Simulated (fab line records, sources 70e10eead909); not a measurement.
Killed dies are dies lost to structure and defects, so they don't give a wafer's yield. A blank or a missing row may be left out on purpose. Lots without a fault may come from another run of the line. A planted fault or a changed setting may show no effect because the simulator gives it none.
Chamber matching | flow nand_harc | NHARC_A_STAIRCASE_TRIM_12 on rie_diel-01: 4 sister chambers
The step chemistry O2, time 211.2 s. 22 wafers are shown with their chamber, then 11 later ones without.

WAFERS WITH THEIR CHAMBER
wafer  | chamber | drypump_motor_current_A (A) | showerhead_plenum_p_Torr (Torr) | oes_product_au (a.u.)
L074.3 | 3       | 5.7                         | 3.76                            | 1.013
L074.4 | 2       | 5.9                         | 3.78                            | 0.990
L074.5 | 2       | 5.9                         | 3.78                            | 0.997
L078.1 | 2       | 5.9                         | 3.77                            | 1.002
L078.2 | 3       | 5.7                         | 3.75                            | 1.005
L078.3 | 1       | 6.1                         | 3.48                            | 1.007
L078.4 | 0       | 4.7                         | 3.53                            | 1.011
L078.5 | 1       | 6.0                         | 3.48                            | 1.005
L078.6 | 2       | 5.9                         | 3.77                            | 0.991
L079.1 | 3       | 5.6                         | 3.75                            | 0.994
L079.3 | 0       | 4.7                         | 3.53                            | 1.007
L079.4 | 1       | 6.1                         | 3.47                            | 0.999
L087.1 | 0       | 4.7                         | 3.52                            | 1.021
L087.4 | 3       | 5.7                         | 3.74                            | 0.997
L087.5 | 0       | 4.7                         | 3.52                            | 1.017
L089.4 | 3       | 5.7                         | 3.73                            | 0.997
L089.5 | 1       | 6.0                         | 3.46                            | 0.996
L089.6 | 2       | 5.9                         | 3.75                            | 0.988
L088.1 | 1       | 6.1                         | 3.46                            | 0.995
L088.4 | 0       | 4.7                         | 3.52                            | 1.018
L088.5 | 0       | 4.7                         | 3.52                            | 1.017
L088.2 | 2       | 5.8                         | 3.75                            | 1.000

SIGNATURES (means of the wafers above)
reading                  | chamber 0 | chamber 1 | chamber 2 | chamber 3 | scatter within a chamber
drypump_motor_current_A  | 4.700     | 6.060     | 5.883     | 5.680     | 0.0397
showerhead_plenum_p_Torr | 3.5233    | 3.4700    | 3.7667    | 3.7460    | 0.0105
oes_product_au           | 1.01517   | 1.00040   | 0.99467   | 1.00120   | 0.00604
Rule: a wafer's distance from a chamber is the root of the sum, over the readings, of the square of ((its reading less the chamber's mean) divided by the reading's scatter). The wafer belongs to the nearest chamber; if the next one is less than 2 further off, it can't be placed. The scatter: the root of (the sum of the squares of (reading less its chamber's mean) over the shown wafers, divided by (wafers less chambers)).

WAFERS WITHOUT THEIR CHAMBER
wafer  | drypump_motor_current_A (A) | showerhead_plenum_p_Torr (Torr) | oes_product_au (a.u.)
L088.3 | 5.6                         | 3.73                            | 1.009
L088.6 | 6.1                         | 3.46                            | 1.013
L090.1 | 6.1                         | 3.45                            | 1.002
L090.3 | 4.7                         | 3.51                            | 1.025
L090.5 | 4.7                         | 3.51                            | 1.028
L093.1 | 5.9                         | 3.74                            | 0.997
L093.2 | 5.6                         | 3.72                            | 1.001
L093.5 | 6.1                         | 3.45                            | 1.000
L096.2 | 5.6                         | 3.71                            | 0.993
L096.4 | 4.7                         | 3.50                            | 1.009
L096.6 | 5.6                         | 3.71                            | 0.999

WHICH CHAMBER EACH WENT THROUGH
wafer  | from the rows above | in truth
L088.3 | 3                   | 3
L088.6 | 1                   | 1
L090.1 | 1                   | 1
L090.3 | 0                   | 0
L090.5 | 0                   | 0
L093.1 | 2                   | 2
L093.2 | 3                   | 3
L093.5 | 1                   | 1
L096.2 | 3                   | 3
L096.4 | 0                   | 0
L096.6 | 3                   | 3
Placed correctly: 11 of 11. Can't be placed from these rows: 0. Placed wrongly: 0.
